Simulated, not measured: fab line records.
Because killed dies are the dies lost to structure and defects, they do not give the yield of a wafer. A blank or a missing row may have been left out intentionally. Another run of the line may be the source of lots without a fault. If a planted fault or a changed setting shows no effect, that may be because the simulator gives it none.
Which of the tools did it?    flow nand_harc    Sampling: 6 lots, 18 wafers, 5 of 1302 route steps

## WHAT THE GAUGES SHOWED, per wafer
NHARC_END_SORT_01.
lot   measured      on         killed_at_array
L202  day 30 23:14  prober-02  58 69 60

## TOOL THAT RAN EACH LOT (tool first, then ch and the chambers of the sampled wafers, then the start)
lot   NHARC_A_WL_FILL_ETCHBACK_04        NHARC_A_WL_FILL_ALD_19               NHARC_A_CONTACT_DEP_24           NHARC_A_CONTACT_DEP_28
L187  rie_metal-01 ch 0,1, day 20 22:19  ald_metal-02 ch 1,2, day 21 14:22    pecvd-03 ch 0,1,2, day 21 15:29  acl_dep-03 ch 0, day 21 19:56
L189  rie_metal-03 ch 0,1, day 21 15:47  ald_metal-01 ch 0,1,2, day 22 07:45  pecvd-03 ch 0,1, day 22 08:41    acl_dep-01 ch 0, day 22 10:43
L202  rie_metal-03 ch 0,1, day 26 21:17  ald_metal-04 ch 0,2, day 27 13:16    pecvd-01 ch 0,1, day 27 14:58    acl_dep-02 ch 0, day 27 19:47
L204  rie_metal-02 ch 0,1, day 27 18:52  ald_metal-02 ch 0,1,3, day 28 14:02  pecvd-03 ch 0,2, day 28 15:00    acl_dep-02 ch 0, day 28 15:34
L205  rie_metal-02 ch 0,1, day 28 14:13  ald_metal-01 ch 0,2,3, day 29 04:35  pecvd-03 ch 1,2, day 29 06:02    acl_dep-02 ch 0, day 29 06:58
L208  rie_metal-01 ch 0,1, day 29 18:16  ald_metal-02 ch 1,3, day 30 11:42    pecvd-01 ch 0,2, day 30 12:45    acl_dep-01 ch 0, day 30 13:56
- NHARC_A_WL_FILL_ETCHBACK_04: etches the open film in NF3, target depth 60 nm, time 120 s.
- NHARC_A_WL_FILL_ALD_19: deposits TiN, target thk 2 nm, pulse time 3 s, ald cycles 100.
- NHARC_A_CONTACT_DEP_24: deposits SiO2, target thk 500 nm.
- NHARC_A_CONTACT_DEP_28: deposits aC, target thk 7000 nm.

## THE ANSWER, worked out from the rows above alone
Rule: usual is defined by the lots themselves. The widest of any qualifying gaps counts: lots, ordered by their means at a reading, are off when they make up no more than a third of the lots, leave a main group of 4 or more, and stand apart from it by 3 or more times the standard deviation of that group's means. Not used: any main group whose means are identical at the precision the tables above print for the reading. A lot without any number at a reading at which 4 lots or more have one is off too. Any other lot the step has rows for is counted as sound.
No lot is off on any of the readings shown, so nothing can be concluded from this.

## WHAT THE SIMULATOR HAD PUT IN
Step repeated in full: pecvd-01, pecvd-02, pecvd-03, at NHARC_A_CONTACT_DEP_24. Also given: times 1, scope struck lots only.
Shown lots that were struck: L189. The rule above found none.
